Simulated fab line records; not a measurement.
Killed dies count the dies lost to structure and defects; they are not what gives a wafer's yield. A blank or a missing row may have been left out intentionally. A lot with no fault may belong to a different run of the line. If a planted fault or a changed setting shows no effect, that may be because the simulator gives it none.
Chamber matching -- flow n5Finfet -- 3 sister chambers for N5_BEOL_M7_PECVD_70 on pecvd-04
The step deposits SiO2 from TEOS/O2, target thk 20 nm, time 22.7 s. 6 wafers are shown with their chamber, then 11 later ones without.

== EACH WAFER AND ITS CHAMBER ==
wafer,chamber,throttleValvePct (%),heaterPowerW (W)
L085.5,1,22.1,766
L085.6,2,20.6,718
L088.1,0,23.9,863
L088.4,2,20.7,631
L088.5,0,23.4,844
L090.1,1,21.9,808

== WAFERS WITH NO CHAMBER GIVEN ==
wafer,throttleValvePct (%),heaterPowerW (W)
L090.3,21.9,796
L090.5,21.8,822
L093.3,23.6,851
L093.4,21.8,732
L093.6,23.7,844
L094.1,20.7,617
L094.5,23.6,839
L094.6,20.9,626
L097.1,20.9,707
L097.2,21.5,642
L097.3,21.7,664

== CHAMBER TAKEN BY EACH ==
wafer,from the rows above,in truth
L090.3,1,1
L090.5,1,1
L093.3,0,0
L093.4,1,1
L093.6,0,0
L094.1,2,2
L094.5,0,0
L094.6,2,2
L097.1,2,2
L097.2,can't be placed: 2 or 1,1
L097.3,can't be placed: 1 or 2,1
Correct placement for 9 of the 11. Cannot be placed on the basis of these rows: 2; the candidates contain the true chamber in 2. 0 placed wrongly.
How it was worked out, from the rows above alone: a wafer's distance from a chamber is the root of the sum, over the readings, of the square of ((its reading less the chamber's mean) divided by the reading's scatter). The wafer belongs to the nearest chamber; if the next one is less than 2 further off, it can't be placed. A chamber's mean is the mean of its shown wafers. The scatter is the square root of a quotient: the sum, over the shown wafers, of each reading's squared deviation from its chamber's mean, divided by wafers minus chambers.
